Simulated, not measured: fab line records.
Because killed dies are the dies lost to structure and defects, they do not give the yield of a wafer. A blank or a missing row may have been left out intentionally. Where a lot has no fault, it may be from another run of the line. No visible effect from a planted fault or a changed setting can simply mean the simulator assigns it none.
Matching of chambers :: flow n5-finfet :: N5_BEOL_M9_ETCH_66 on rie-diel-02 has 4 sister chambers
The step etches SOC in N2/H2, target depth 80 nm, overetch 16 nm, time 120 s. 14 wafers are shown with their chamber, then 7 later ones without.

## WAFERS, EACH WITH ITS CHAMBER
wafer: L083.2
chamber: 2
showerhead-plenum-p-Torr (Torr): 2.63
throttle-valve-pct (%): 18.08
drypump-motor-current-A (A): 5.8

wafer: L083.3
chamber: 1
showerhead-plenum-p-Torr (Torr): 2.43
throttle-valve-pct (%): 17.64
drypump-motor-current-A (A): 5.2

wafer: L083.5
chamber: 0
showerhead-plenum-p-Torr (Torr): 2.70
throttle-valve-pct (%): 17.86
drypump-motor-current-A (A): 5.9

wafer: L082.1
chamber: 0
showerhead-plenum-p-Torr (Torr): 2.70
throttle-valve-pct (%): 17.86
drypump-motor-current-A (A): 6.0

wafer: L082.2
chamber: 2
showerhead-plenum-p-Torr (Torr): 2.63
throttle-valve-pct (%): 18.08
drypump-motor-current-A (A): 5.8

wafer: L082.3
chamber: 1
showerhead-plenum-p-Torr (Torr): 2.43
throttle-valve-pct (%): 17.65
drypump-motor-current-A (A): 5.2

wafer: L088.3
chamber: 3
showerhead-plenum-p-Torr (Torr): 2.48
throttle-valve-pct (%): 17.44
drypump-motor-current-A (A): 6.4

wafer: L088.4
chamber: 1
showerhead-plenum-p-Torr (Torr): 2.43
throttle-valve-pct (%): 17.66
drypump-motor-current-A (A): 5.2

wafer: L088.6
chamber: 2
showerhead-plenum-p-Torr (Torr): 2.63
throttle-valve-pct (%): 18.10
drypump-motor-current-A (A): 5.8

wafer: L089.3
chamber: 1
showerhead-plenum-p-Torr (Torr): 2.43
throttle-valve-pct (%): 17.66
drypump-motor-current-A (A): 5.2

wafer: L089.4
chamber: 0
showerhead-plenum-p-Torr (Torr): 2.69
throttle-valve-pct (%): 17.90
drypump-motor-current-A (A): 5.9

wafer: L089.6
chamber: 1
showerhead-plenum-p-Torr (Torr): 2.42
throttle-valve-pct (%): 17.67
drypump-motor-current-A (A): 5.2

wafer: L093.1
chamber: 2
showerhead-plenum-p-Torr (Torr): 2.62
throttle-valve-pct (%): 18.10
drypump-motor-current-A (A): 5.7

wafer: L093.2
chamber: 3
showerhead-plenum-p-Torr (Torr): 2.48
throttle-valve-pct (%): 17.45
drypump-motor-current-A (A): 6.4

SIGNATURES (averages over the wafers above)
reading: showerhead-plenum-p-Torr
chamber 0: 2.6967
chamber 1: 2.4280
chamber 2: 2.6275
chamber 3: 2.4800
scatter within a chamber: 0.00471

reading: throttle-valve-pct
chamber 0: 17.8733
chamber 1: 17.6560
chamber 2: 18.0900
chamber 3: 17.4450
scatter within a chamber: 0.0143

reading: drypump-motor-current-A
chamber 0: 5.933
chamber 1: 5.200
chamber 2: 5.775
chamber 3: 6.400
scatter within a chamber: 0.0376
Rule: for a wafer and a chamber, the distance is found by dividing, reading by reading, the gap between the wafer's reading and the chamber's mean by the reading's scatter, squaring, summing and taking the root. The wafer belongs to the nearest chamber; if the next one is less than 2 further off, it can't be placed. The scatter: the root of (the sum of the squares of (reading less its chamber's mean) over the shown wafers, divided by (wafers less chambers)).

## WAFERS WITHOUT THEIR CHAMBER
wafer: L093.5
showerhead-plenum-p-Torr (Torr): 2.69
throttle-valve-pct (%): 17.91
drypump-motor-current-A (A): 5.9

wafer: L096.1
showerhead-plenum-p-Torr (Torr): 2.62
throttle-valve-pct (%): 18.14
drypump-motor-current-A (A): 5.8

wafer: L096.2
showerhead-plenum-p-Torr (Torr): 2.42
throttle-valve-pct (%): 17.68
drypump-motor-current-A (A): 5.2

wafer: L096.3
showerhead-plenum-p-Torr (Torr): 2.68
throttle-valve-pct (%): 17.92
drypump-motor-current-A (A): 6.0

wafer: L097.2
showerhead-plenum-p-Torr (Torr): 2.48
throttle-valve-pct (%): 17.49
drypump-motor-current-A (A): 6.4

wafer: L097.4
showerhead-plenum-p-Torr (Torr): 2.48
throttle-valve-pct (%): 17.49
drypump-motor-current-A (A): 6.4

wafer: L097.6
showerhead-plenum-p-Torr (Torr): 2.41
throttle-valve-pct (%): 17.71
drypump-motor-current-A (A): 5.2

## WHICH CHAMBER EACH WENT THROUGH
wafer: L093.5
from the rows above: 0
in truth: 0

wafer: L096.1
from the rows above: 2
in truth: 2

wafer: L096.2
from the rows above: 1
in truth: 1

wafer: L096.3
from the rows above: 0
in truth: 0

wafer: L097.2
from the rows above: 3
in truth: 3

wafer: L097.4
from the rows above: 3
in truth: 3

wafer: L097.6
from the rows above: 1
in truth: 1
Correctly placed: 7 of 7. Not placeable from these rows: 0. Wrongly placed: 0.
